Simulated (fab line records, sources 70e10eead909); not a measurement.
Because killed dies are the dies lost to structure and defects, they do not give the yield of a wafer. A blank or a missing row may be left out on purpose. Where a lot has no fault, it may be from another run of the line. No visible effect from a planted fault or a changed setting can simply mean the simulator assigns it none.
The tool behind it: which one? ; flow nand-harc ; Sampling: 24 lots, 72 wafers, 5 of 1159 route steps

WHAT THE GAUGES SHOWED, per wafer
NHARC_A_CONTACT_CD_MEAS_53. Usual: cd-nm reads 190.0 nm (standard deviation 0.8).
lot;measured;on;cd-nm (nm);flag
L075;day 16 17:37;cd-sem-03;190.7 189.9 190.9;
L074;day 16 18:56;cd-sem-01;190.2 190.1 191.2;
L078;day 16 22:53;cd-sem-02;189.1 189.5 189.7;
L077;day 16 22:17;cd-sem-01;190.1 190.9 190.2;
L076;day 17 18:18;cd-sem-03;188.5 189.6 189.1;
L079;day 17 17:49;cd-sem-03;191.4 189.3 190.2;
L081;day 18 04:34;cd-sem-01;189.0 188.9 189.6;
L080;day 18 09:47;cd-sem-03;188.8 189.0 189.2;
L084;day 18 04:22;cd-sem-02;189.5 190.7 190.2;
L083;day 18 19:41;cd-sem-01;190.3 191.3 191.1;
L082;day 18 21:16;cd-sem-01;190.4 189.8 190.0;
L087;day 19 10:39;cd-sem-03;189.2 190.3 190.5;
L088;day 19 10:09;cd-sem-03;191.0 192.3 190.7;
L086;day 19 23:37;cd-sem-01;190.6 190.4 190.9;
L085;day 20 00:22;cd-sem-02;191.0 190.6 191.1;
L092;day 20 16:13;cd-sem-02;189.7 189.3 189.7;
L091;day 20 11:08;cd-sem-03;189.5 190.5 189.9;
L090;day 20 10:50;cd-sem-03;189.6 189.9 189.2;
L089;day 20 22:05;cd-sem-01;189.8 189.3 189.7;
L095;day 21 17:36;cd-sem-02;191.7 190.8 190.5;
L096;day 21 22:22;cd-sem-01;188.6 189.7 188.5;
L094;day 21 13:29;cd-sem-02;189.3 188.8 190.0;
L093;day 21 22:48;cd-sem-02;189.2 188.8 190.0;
L097;day 22 06:47;cd-sem-02;189.5 190.4 188.8;

WHAT TOOL EACH LOT RAN ON (gives the tool, then ch and the chambers of the sampled wafers, and finally the start)
lot;NHARC_A_STAIRCASE_STRIP_475;NHARC_A_WL_FILL_CVD_20;NHARC_A_CONTACT_ETCH_117;NHARC_A_CONTACT_ETCH_120
L075;rie-diel-08 ch 0,2,3, day 16 16:14 or earlier;cvd-w-02 ch 0,1, day 16 16:14 or earlier;har-cap-etch-01 ch 0,1, day 16 16:14;har-cap-etch-01 ch 0,1, day 16 16:31
L074;rie-diel-08 ch 0,1,2, day 16 17:14 or earlier;cvd-w-01 ch 0,1, day 16 17:14 or earlier;har-cap-etch-02 ch 0,1, day 16 17:14;har-cap-etch-02 ch 0,1, day 16 17:35
L078;rie-diel-01 ch 0,1,2, day 16 21:25 or earlier;cvd-w-02 ch 0,1, day 16 21:25 or earlier;har-cap-etch-01 ch 0,1, day 16 21:25;har-cap-etch-01 ch 0,1, day 16 21:41
L077;rie-diel-02 ch 0,1,2, day 16 20:38 or earlier;cvd-w-01 ch 0,1, day 16 20:38 or earlier;har-cap-etch-03 ch 0,1, day 16 20:38;har-cap-etch-03 ch 0,1, day 16 20:54
L076;rie-diel-08 ch 2,3, day 14 20:19;cvd-w-02 ch 0,1, day 17 16:57 or earlier;har-cap-etch-02 ch 0,1, day 17 16:57;har-cap-etch-02 ch 0,1, day 17 17:13
L079;rie-diel-08 ch 0,2,3, day 15 00:23;cvd-w-01 ch 0,1, day 17 16:26 or earlier;har-cap-etch-01 ch 0,1, day 17 16:26;har-cap-etch-01 ch 0,1, day 17 16:42
L081;rie-diel-01 ch 2,3, day 18 03:08 or earlier;cvd-w-01 ch 0,1, day 18 03:08 or earlier;har-cap-etch-03 ch 0,1, day 18 03:08;har-cap-etch-03 ch 0,1, day 18 03:25
L080;rie-diel-08 ch 0,1,2, day 18 08:25 or earlier;cvd-w-01 ch 0,1, day 18 08:25 or earlier;har-cap-etch-03 ch 0,1, day 18 08:25;har-cap-etch-03 ch 0,1, day 18 08:41
L084;rie-diel-02 ch 0,2,3, day 15 22:41;cvd-w-02 ch 0,1, day 18 03:00 or earlier;har-cap-etch-02 ch 0,1, day 18 03:00;har-cap-etch-02 ch 0,1, day 18 03:16
L083;rie-diel-01 ch 0,1,3, day 18 18:19 or earlier;cvd-w-01 ch 0,1, day 18 18:19 or earlier;har-cap-etch-01 ch 0,1, day 18 18:19;har-cap-etch-01 ch 0,1, day 18 18:35
L082;rie-diel-02 ch 1,2, day 18 19:53 or earlier;cvd-w-02 ch 0,1, day 18 19:53 or earlier;har-cap-etch-03 ch 0,1, day 18 19:53;har-cap-etch-03 ch 0,1, day 18 20:09
L087;rie-diel-01 ch 1,2,3, day 19 09:18 or earlier;cvd-w-01 ch 0,1, day 19 09:18 or earlier;har-cap-etch-03 ch 1, day 19 09:18;har-cap-etch-03 ch 1, day 19 09:34
L088;rie-diel-01 ch 1,2,3, day 19 08:47 or earlier;cvd-w-02 ch 0,1, day 19 08:47 or earlier;har-cap-etch-01 ch 0,1, day 19 08:47;har-cap-etch-01 ch 0,1, day 19 09:04
L086;rie-diel-02 ch 0,3, day 19 22:14 or earlier;cvd-w-02 ch 0,1, day 19 22:14 or earlier;har-cap-etch-02 ch 0,1, day 19 22:14;har-cap-etch-02 ch 0,1, day 19 22:31
L085;rie-diel-02 ch 1,3, day 19 22:58 or earlier;cvd-w-01 ch 0,1, day 19 22:58 or earlier;har-cap-etch-01 ch 0,1, day 19 22:58;har-cap-etch-01 ch 0,1, day 19 23:14
L092;rie-diel-02 ch 0,1, day 20 14:52 or earlier;cvd-w-01 ch 0,1, day 20 14:52 or earlier;har-cap-etch-02 ch 0,1, day 20 14:52;har-cap-etch-02 ch 0,1, day 20 15:08
L091;rie-diel-08 ch 0,1,3, day 20 09:45 or earlier;cvd-w-02 ch 0,1, day 20 09:45 or earlier;har-cap-etch-03 ch 0,1, day 20 09:45;har-cap-etch-03 ch 0,1, day 20 10:01
L090;rie-diel-02 ch 2,3, day 20 09:28 or earlier;cvd-w-01 ch 0,1, day 20 09:28 or earlier;har-cap-etch-02 ch 0,1, day 20 09:28;har-cap-etch-02 ch 0,1, day 20 09:44
L089;rie-diel-02 ch 0,2,3, day 20 20:44 or earlier;cvd-w-02 ch 0,1, day 20 20:44 or earlier;har-cap-etch-03 ch 0,1, day 20 20:44;har-cap-etch-03 ch 0,1, day 20 21:00
L095;rie-diel-01 ch 1,3, day 21 16:12 or earlier;cvd-w-02 ch 0,1, day 21 16:12 or earlier;har-cap-etch-02 ch 0,1, day 21 16:12;har-cap-etch-02 ch 0,1, day 21 16:29
L096;rie-diel-08 ch 0,1,2, day 21 20:59 or earlier;cvd-w-02 ch 0,1, day 21 20:59 or earlier;har-cap-etch-03 ch 0,1, day 21 20:59;har-cap-etch-03 ch 0,1, day 21 21:16
L094;rie-diel-01 ch 0,1, day 21 12:04 or earlier;cvd-w-02 ch 1, day 21 12:04 or earlier;har-cap-etch-03 ch 0,1, day 21 12:04;har-cap-etch-03 ch 0,1, day 21 12:20
L093;rie-diel-01 ch 1,2,3, day 21 21:27 or earlier;cvd-w-01 ch 0,1, day 21 21:27 or earlier;har-cap-etch-02 ch 0,1, day 21 21:27;har-cap-etch-02 ch 0,1, day 21 21:43
L097;rie-diel-08 ch 1,2,3, day 22 05:10 or earlier;cvd-w-02 ch 0,1, day 22 05:10 or earlier;har-cap-etch-01 ch 0,1, day 22 05:10;har-cap-etch-01 ch 0,1, day 22 05:32
- NHARC_A_STAIRCASE_STRIP_475: strips in O2, time 20 s.
- NHARC_A_WL_FILL_CVD_20: deposits W, target thk 75 nm, time 5064 s.
- NHARC_A_CONTACT_ETCH_117: etches the open film in C4F8/O2/Ar, time 94 s, target depth 922 nm.
- NHARC_A_CONTACT_ETCH_120: etches the open film in C4F8/O2/Ar, time 94 s, target depth 922 nm.

AS READ BY THE TOOLS THEMSELVES (means over the sampled wafers that have a number; for cases with no such wafer, the mark the record gives instead)
NHARC_A_STAIRCASE_STRIP_475. Usual: drypump-motor-current-A 5.8 A, standard deviation 0.46; o2-flow-sccm 500.1 sccm, standard deviation 1.4; oes-product-au 0.999 a.u., standard deviation 0.011; rf-vpp-V 57.7 V, standard deviation 0.85; showerhead-plenum-p-Torr 3.49 Torr, standard deviation 0.11; throttle-valve-pct 17.037 %, standard deviation 0.0088.
lot;tool;drypump-motor-current-A (A);o2-flow-sccm (sccm);oes-product-au (a.u.);rf-vpp-V (V);showerhead-plenum-p-Torr (Torr);throttle-valve-pct (%);flag
L075;rie-diel-08;5.8;501.2;0.992;56.9;3.53;17.049;
L074;rie-diel-08;5.7;499.5;0.997;57.7;3.47;17.034;
L078;rie-diel-01;6.1;499.1;1.004;58.3;3.51;17.044;
L077;rie-diel-02;5.7;501.4;0.998;58.1;3.52;17.045;
L076;rie-diel-08;5.5;500.6;1.005;57.9;3.61;17.037;
L079;rie-diel-08;5.8;500.5;1.000;58.4;3.52;17.041;
L081;rie-diel-01;5.6;500.2;0.975;58.0;3.37;17.041;
L080;rie-diel-08;5.7;499.8;1.007;57.3;3.45;17.035;
L084;rie-diel-02;5.7;501.2;0.996;58.1;3.47;17.033;
L083;rie-diel-01;6.0;501.5;0.999;57.6;3.45;17.037;
L082;rie-diel-02;6.0;500.3;0.999;58.3;3.54;17.034;
L087;rie-diel-01;5.7;500.1;1.003;57.1;3.46;17.037;
L088;rie-diel-01;5.7;499.5;0.993;58.5;3.46;17.041;
L086;rie-diel-02;5.8;499.0;1.001;58.4;3.51;17.039;
L085;rie-diel-02;6.1;500.4;1.003;57.8;3.58;17.042;
L092;rie-diel-02;5.4;499.7;0.992;58.1;3.55;17.037;
L091;rie-diel-08;5.5;500.3;0.996;57.9;3.44;17.035;
L090;rie-diel-02;6.1;498.5;0.996;57.9;3.46;17.039;
L089;rie-diel-02;5.7;499.0;0.990;57.9;3.47;17.032;
L095;rie-diel-01;5.6;499.7;1.002;57.8;3.50;17.037;
L096;rie-diel-08;5.7;499.3;0.987;58.2;3.44;17.047;
L094;rie-diel-01;6.0;500.3;1.012;57.3;3.53;17.031;
L093;rie-diel-01;5.7;501.0;0.998;57.0;3.45;17.027;
L097;rie-diel-08;5.4;500.7;0.989;57.4;3.53;17.048;

NHARC_A_WL_FILL_CVD_20. Usual: heater-power-w 499 W, standard deviation 81; mfc-wf6-sccm 39.99 sccm, standard deviation 0.12; throttle-valve-pct 7.8 %, standard deviation 0.48.
lot;tool;heater-power-w (W);mfc-wf6-sccm (sccm);throttle-valve-pct (%);flag
L075;cvd-w-02;448;40.10;7.8;
L074;cvd-w-01;546;39.94;8.1;
L078;cvd-w-02;513;39.89;7.6;
L077;cvd-w-01;541;40.04;8.2;
L076;cvd-w-02;441;40.06;7.6;
L079;cvd-w-01;518;39.99;7.9;
L081;cvd-w-01;513;40.01;7.8;
L080;cvd-w-01;520;40.00;7.9;
L084;cvd-w-02;503;40.03;7.5;
L083;cvd-w-01;525;39.90;7.9;
L082;cvd-w-02;438;39.98;7.6;
L087;cvd-w-01;547;40.02;8.4;
L088;cvd-w-02;499;39.94;7.3;
L086;cvd-w-02;442;40.09;7.6;
L085;cvd-w-01;515;40.01;8.0;
L092;cvd-w-01;521;40.02;7.9;
L091;cvd-w-02;442;39.97;7.5;
L090;cvd-w-01;542;39.87;8.3;
L089;cvd-w-02;443;40.00;7.6;
L095;cvd-w-02;503;40.01;7.5;
L096;cvd-w-02;516;40.00;7.4;
L094;cvd-w-02;580;39.77;7.4;
L093;cvd-w-01;518;40.09;7.7;
L097;cvd-w-02;501;39.98;7.4;

THE ANSWER, worked out from the rows above alone
Rule: take the mean of a lot's wafers that have a number; if it is more than 3 standard deviations from the usual mean, the lot is off. A lot without any number at a reading at which 4 lots or more have one is off too. Any other lot the step has rows for is counted as sound. After the gauges, taken in route order, come the tools' own readings; for these a lot's mean is taken, as printed above. At the first step where some lot is off, the reading lying furthest off is the one used; lots without a number count as furthest.
Nothing can be told from this: no lot is off at any reading shown.

WHAT THE SIMULATOR HAD PUT IN
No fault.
